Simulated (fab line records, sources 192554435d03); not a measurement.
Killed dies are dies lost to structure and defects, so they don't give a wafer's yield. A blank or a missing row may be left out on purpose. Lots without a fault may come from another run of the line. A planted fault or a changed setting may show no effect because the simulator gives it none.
Chamber matching | flow n5_finfet | N5_MOL_CONTACT_COAG_ALD_123 on ald_sin-01: 4 sister chambers
The step deposits SiNx, target thk 5 nm, pulse time 1 s, purge time 2 s. 8 wafers are shown with their chamber, then 12 later ones without.

WAFERS WITH THEIR CHAMBER
wafer  | chamber | heater_power_w (W) | precursor_pulse_height_rel
L080.5 | 2       | 1066               | 0.999
L086.2 | 2       | 1087               | 1.030
L086.3 | 3       | 909                | 0.992
L086.4 | 0       | 956                | 0.994
L086.6 | 0       | 941                | 0.997
L090.2 | 1       | 734                | 0.972
L090.3 | 3       | 899                | 1.014
L090.6 | 1       | 759                | 1.009

WAFERS WITHOUT THEIR CHAMBER
wafer  | heater_power_w (W) | precursor_pulse_height_rel
L093.1 | 732                | 0.976
L093.3 | 971                | 0.992
L093.6 | 859                | 0.990
L094.1 | 944                | 0.992
L094.3 | 1093               | 0.990
L094.4 | 731                | 0.977
L095.1 | 717                | 0.996
L095.3 | 899                | 1.007
L095.6 | 898                | 1.022
L097.2 | 889                | 0.996
L097.3 | 746                | 1.017
L097.6 | 730                | 1.015

WHICH CHAMBER EACH WENT THROUGH
wafer  | from the rows above | in truth
L093.1 | 1                   | 1
L093.3 | 0                   | 0
L093.6 | 3                   | 3
L094.1 | 0                   | 0
L094.3 | 2                   | 2
L094.4 | 1                   | 1
L095.1 | 1                   | 1
L095.3 | 3                   | 3
L095.6 | 3                   | 3
L097.2 | 3                   | 3
L097.3 | 1                   | 1
L097.6 | 1                   | 1
Placed correctly: 12 of 12. Can't be placed from these rows: 0. Placed wrongly: 0.
How it was worked out, from the rows above alone: a wafer's distance from a chamber is the root of the sum, over the readings, of the square of ((its reading less the chamber's mean) divided by the reading's scatter). The wafer belongs to the nearest chamber; if the next one is less than 2 further off, it can't be placed. A chamber's mean is the mean of its shown wafers. The scatter: the root of (the sum of the squares of (reading less its chamber's mean) over the shown wafers, divided by (wafers less chambers)).
